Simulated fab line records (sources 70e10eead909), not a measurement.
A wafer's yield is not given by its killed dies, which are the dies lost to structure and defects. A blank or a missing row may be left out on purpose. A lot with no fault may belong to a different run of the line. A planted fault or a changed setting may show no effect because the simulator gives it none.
A sampling plan put to the test	flow nand harc	one line in one fab, 20 faults in these records, each fault weighed on the records of the lots it struck
The plan consists of the line's own looks: route steps at which the wafer is read by a gauge or an inspection but not changed. A look is open to judgement when struck wafers have a number at it and the file gives its usual mean and standard deviation on fault-free wafers. Caught: 4 or more of those standard deviations (sigma) separate the usual mean from the mean of the struck wafers at a look after the fault's first step. On the tool: the identical test, applied to the tool's own readings at the steps of the fault. If the struck wafers alone have a blank record, or they carry another recipe, that too counts as caught.

== THE FAULTS, as the simulator had put them in ==
1. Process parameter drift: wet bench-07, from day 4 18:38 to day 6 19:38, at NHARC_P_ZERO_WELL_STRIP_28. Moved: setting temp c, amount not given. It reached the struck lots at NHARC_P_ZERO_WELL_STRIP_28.
2. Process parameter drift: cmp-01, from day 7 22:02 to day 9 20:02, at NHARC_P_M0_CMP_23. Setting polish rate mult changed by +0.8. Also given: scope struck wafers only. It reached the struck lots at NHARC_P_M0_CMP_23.
3. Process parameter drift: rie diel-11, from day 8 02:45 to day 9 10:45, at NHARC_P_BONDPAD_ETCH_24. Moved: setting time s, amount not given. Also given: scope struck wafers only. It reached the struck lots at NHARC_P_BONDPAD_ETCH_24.
4. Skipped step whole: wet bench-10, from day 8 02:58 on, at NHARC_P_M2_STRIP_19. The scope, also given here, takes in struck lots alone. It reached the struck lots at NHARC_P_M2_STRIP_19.
5. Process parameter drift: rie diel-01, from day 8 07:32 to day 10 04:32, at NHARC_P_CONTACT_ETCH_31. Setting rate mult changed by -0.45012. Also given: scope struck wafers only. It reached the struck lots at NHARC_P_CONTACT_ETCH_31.
6. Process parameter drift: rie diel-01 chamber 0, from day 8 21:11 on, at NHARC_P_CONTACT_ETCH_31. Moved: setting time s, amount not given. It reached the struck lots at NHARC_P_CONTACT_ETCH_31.
7. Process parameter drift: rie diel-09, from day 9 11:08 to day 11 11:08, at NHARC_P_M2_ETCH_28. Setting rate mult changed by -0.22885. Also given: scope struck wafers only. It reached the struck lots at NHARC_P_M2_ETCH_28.
8. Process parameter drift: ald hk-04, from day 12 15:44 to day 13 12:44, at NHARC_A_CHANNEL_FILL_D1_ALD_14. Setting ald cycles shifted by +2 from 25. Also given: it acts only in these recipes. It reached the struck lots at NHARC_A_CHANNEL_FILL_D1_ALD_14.
9. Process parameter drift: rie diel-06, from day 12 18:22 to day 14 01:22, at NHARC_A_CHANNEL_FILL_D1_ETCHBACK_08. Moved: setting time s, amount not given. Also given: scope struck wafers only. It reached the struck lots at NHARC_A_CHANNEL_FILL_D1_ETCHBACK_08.
10. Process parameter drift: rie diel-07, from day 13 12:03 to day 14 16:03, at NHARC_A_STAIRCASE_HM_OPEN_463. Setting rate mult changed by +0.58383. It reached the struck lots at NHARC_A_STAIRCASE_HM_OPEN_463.
11. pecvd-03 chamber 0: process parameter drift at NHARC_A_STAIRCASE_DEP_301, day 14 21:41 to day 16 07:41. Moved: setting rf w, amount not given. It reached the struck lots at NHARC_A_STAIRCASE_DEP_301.
12. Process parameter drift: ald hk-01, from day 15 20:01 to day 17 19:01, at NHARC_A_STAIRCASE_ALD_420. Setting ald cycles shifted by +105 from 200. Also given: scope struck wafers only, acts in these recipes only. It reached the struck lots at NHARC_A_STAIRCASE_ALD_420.
13. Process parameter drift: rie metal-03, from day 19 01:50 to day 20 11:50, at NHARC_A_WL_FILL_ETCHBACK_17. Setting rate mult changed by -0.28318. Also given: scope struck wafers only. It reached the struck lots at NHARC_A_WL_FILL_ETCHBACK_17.
14. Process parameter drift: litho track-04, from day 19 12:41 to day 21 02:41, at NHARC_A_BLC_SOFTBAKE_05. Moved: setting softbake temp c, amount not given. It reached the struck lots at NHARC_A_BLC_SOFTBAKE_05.
15. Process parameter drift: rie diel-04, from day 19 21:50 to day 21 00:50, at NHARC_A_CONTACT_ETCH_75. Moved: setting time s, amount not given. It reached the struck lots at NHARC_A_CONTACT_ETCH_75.
16. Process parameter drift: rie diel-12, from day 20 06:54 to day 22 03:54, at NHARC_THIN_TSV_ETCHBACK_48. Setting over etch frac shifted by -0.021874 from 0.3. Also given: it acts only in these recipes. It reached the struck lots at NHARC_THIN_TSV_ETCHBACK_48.
17. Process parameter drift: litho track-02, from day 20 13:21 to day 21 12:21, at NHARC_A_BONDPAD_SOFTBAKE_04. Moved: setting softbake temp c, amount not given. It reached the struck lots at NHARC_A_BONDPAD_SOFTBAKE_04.
18. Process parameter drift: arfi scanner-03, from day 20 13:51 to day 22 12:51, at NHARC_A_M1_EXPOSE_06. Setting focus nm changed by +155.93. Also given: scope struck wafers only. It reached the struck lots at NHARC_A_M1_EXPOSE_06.
19. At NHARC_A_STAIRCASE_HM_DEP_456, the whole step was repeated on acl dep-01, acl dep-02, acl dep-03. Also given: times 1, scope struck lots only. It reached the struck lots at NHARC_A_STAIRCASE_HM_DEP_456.
20. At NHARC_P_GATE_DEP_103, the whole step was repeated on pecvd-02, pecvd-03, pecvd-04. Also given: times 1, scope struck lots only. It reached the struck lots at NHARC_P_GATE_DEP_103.

== WHAT THE PLAN SAW ==
fault	on the tool itself	first look that catches it	reading, sigma	median hours from its first step to that look	hours from the fault's start to the first struck lot there	judged looks passed uncaught
1	temp c +39 sigma	none of the 2 looks that can be judged after it	-	-	-	2
2	time to endpoint s -4.5 sigma	NHARC_P_M0_THK_MEAS_24	thk nm -4.1	0.2	1	0
3	run length s -43 sigma	no look after it can be judged	-	-	-	0
4	the tool's record is blank for the struck wafers	no look after it can be judged	-	-	-	0
5	oes product au -16 sigma	no look after it can be judged	-	-	-	0
6	run length s -99 or beyond sigma	not the one look that can be judged after it	-	-	-	1
7	oes product au -8.6 sigma	no look after it can be judged	-	-	-	0
8	under 2 sigma	not the one look that can be judged after it	-	-	-	1
9	run length s +55 sigma	no look after it can be judged	-	-	-	0
10	oes product au +35 sigma	no look after it can be judged	-	-	-	0
11	rf fwd power W -99 or beyond sigma	no look after it can be judged	-	-	-	0
12	under 2 sigma	not the one look that can be judged after it	-	-	-	1
13	oes product au -14 sigma	no look after it can be judged	-	-	-	0
14	heater power total W -87 sigma	no look after it can be judged	-	-	-	0
15	run length s -46 sigma	not the one look that can be judged after it	-	-	-	1
16	under 2 sigma	not the one look that can be judged after it	-	-	-	1
17	heater power total W +5.0 sigma	no look after it can be judged	-	-	-	0
18	under 2 sigma	NHARC_A_M1_CD_MEAS_09	cd nm +15	0.1	7	0
19	under 2 sigma	no look after it can be judged	-	-	-	0
20	under 2 sigma	not the one look that can be judged after it	-	-	-	1
A dash: the fault is not caught, or the number is missing from these records.

Caught at a look: 2 of 20. Caught on the tool: 14 of 20. By one or the other: 15 of 20.
On the tool alone, faults 1, 3, 4, 5, 6, 7, 9, 10, 11, 13, 14, 15, 17 were caught.
Caught at a look alone: fault 18.
Caught by neither: faults 8, 12, 16, 19, 20.

== THINNER SAMPLING ==
Were the look that catches a fault to measure just every second or every third lot (counted by lot number), the first struck lot would, at worst, be measured this late:
fault	struck lots at that look, in order of time	every lot	every second lot	every third lot
2	L411, L413	1 h	may miss all 2	may miss all 2
18	L454	7 h	may miss it	may miss it
Hours count from the start of the fault until the first struck lot that is measured. The test against the limit of 4 sigma pooled every struck wafer, which means one lot taken alone may stay below that limit. Other struck lots may not be in these records.

== THE LONGEST TIMED WAY FROM STEP TO LOOK ==
For fault 2, NHARC_P_M0_CMP_23 and NHARC_P_M0_THK_MEAS_24 are separated by a median of 0.2 hours. No look between them can be judged.
